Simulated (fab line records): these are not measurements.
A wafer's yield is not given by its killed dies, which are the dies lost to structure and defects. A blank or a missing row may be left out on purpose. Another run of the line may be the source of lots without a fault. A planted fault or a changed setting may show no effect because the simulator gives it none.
Problem report in the 8D (eight disciplines) form, filled by code / flow nand harc / the parts of the form that need people (team, actions taken, sign-off) are left out

## 1. THE PROBLEM
Wafers without a fault read 1.3 %, standard deviation 0.56; sort_bin_2_pct at NHARC_END_SORT_01 reads a mean of 94.6 % on 5 wafers belonging to 3 lots. So: +99 or more standard deviations from the usual mean.
Earliest sighting: wafer L207.1 on prober-02 at day 22 13:04. Wafers with a number at this step in the record: 11, from 4 lots. Rule for "out", or "out of limits": more than 4 standard deviations from the usual mean. The rest of the wafers with a number are treated as sound.

## 2. WHAT IT IS AND WHAT IT IS NOT
question=which readings at this step | is=sort_bin_2_pct, defect limited yield, killed at array, killed dies, sort n pass, sort rim yield pct, sort yield pct | is not=killed at other, killed at periphery, killed short, sort_bin_3_pct, sort_bin_4_pct
question=which lots | is=L207, L210, L211 | is not=L208
question=which wafers of those lots | is=L207.1, L207.5, L210.1, L211.1, L211.5 | is not=L207.2, L210.6, L211.4
question=read on which gauges | is=prober-01, prober-02 | is not=-
question=when | is=from day 22 13:04 | is not=up to then (3 sound wafers); but 3 sound wafers of L207, L210, L211 came after

## 3. WHAT RULES OUT EACH SUSPECT
Counting: if a tool at a process step up to the reading ran every lot that is out, it stays a suspect. Sound lots after the first of them don't rule it out here, since some wafers of a struck lot are sound.
- ruled out: the gauge at NHARC_END_SORT_01. 2 gauges (prober-01, prober-02) read the wafers that are out.
- rie diel-01 at NHARC_A_BONDPAD_ETCH_12 (etches the open film in CHF3/O2, target depth 220 nm, time 110 s): kept. It processed each lot that is out (first: L207, day 21 04:44); up to then, its last sound lot is L208 (day 20 21:52). On those wafers its own readings are out: run length s.
The count leaves rie diel-01 at NHARC_A_BONDPAD_ETCH_12.

## 4. THE CAUSE (what the simulator had put in)
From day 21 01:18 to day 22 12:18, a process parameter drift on rie diel-01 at NHARC_A_BONDPAD_ETCH_12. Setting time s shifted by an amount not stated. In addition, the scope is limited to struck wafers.
This tool alone remained once counting was done.

## 5. SEQUENCE OF EFFECTS, ordered by route
One row per reading whose mean, taken over the struck wafers that have a number, lies over 3 standard deviations from the usual. Readings are gone through only where the record gives a usual standard deviation; hours: the median, over the lots, of the time from a lot's start at the first step in this table giving one to that lot's start at this step; sigmas: the change measured in usual standard deviations.
hours=0; step=NHARC_A_BONDPAD_ETCH_12; reading=run length s; usual=131.5 s; on struck wafers=119.0; change=-12.5; sigmas=-22
hours=34; step=NHARC_END_SORT_01; reading=defect limited yield; usual=95.5 %; on struck wafers=2.9; change=-92.6; sigmas=-71
hours=34; step=NHARC_END_SORT_01; reading=killed at array; usual=27; on struck wafers=654; change=+627; sigmas=+71
hours=34; step=NHARC_END_SORT_01; reading=killed dies; usual=31; on struck wafers=657; change=+626; sigmas=+71
hours=34; step=NHARC_END_SORT_01; reading=sort_bin_2_pct; usual=1.3 %; on struck wafers=94.6; change=+93.3; sigmas=+99 or more
hours=34; step=NHARC_END_SORT_01; reading=sort n pass; usual=646; on struck wafers=20; change=-626; sigmas=-71
hours=34; step=NHARC_END_SORT_01; reading=sort rim yield pct; usual=95.8 %; on struck wafers=6.6; change=-89.2; sigmas=-33
hours=34; step=NHARC_END_SORT_01; reading=sort yield pct; usual=95.5 %; on struck wafers=2.9; change=-92.6; sigmas=-71
Here are the process steps it includes:
- NHARC_A_BONDPAD_ETCH_12: etches the open film in CHF3/O2, target depth 220 nm, time 110 s.

## 6. HOW IT WOULD HAVE BEEN CAUGHT EARLIER
In this record the first reading out of limits at a measuring or inspecting step was taken at day 22 13:04, 36 hours after the fault began at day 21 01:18.
Tool's own readings at NHARC_A_BONDPAD_ETCH_12, run length s: out on all struck wafers the step has rows for; an alarm limit on them would have tripped on the first.
By day 22 13:04, every lot that is out (3) had started NHARC_A_BONDPAD_ETCH_12 on rie diel-01. Had the tool been put on hold then, not one of them would have been saved.
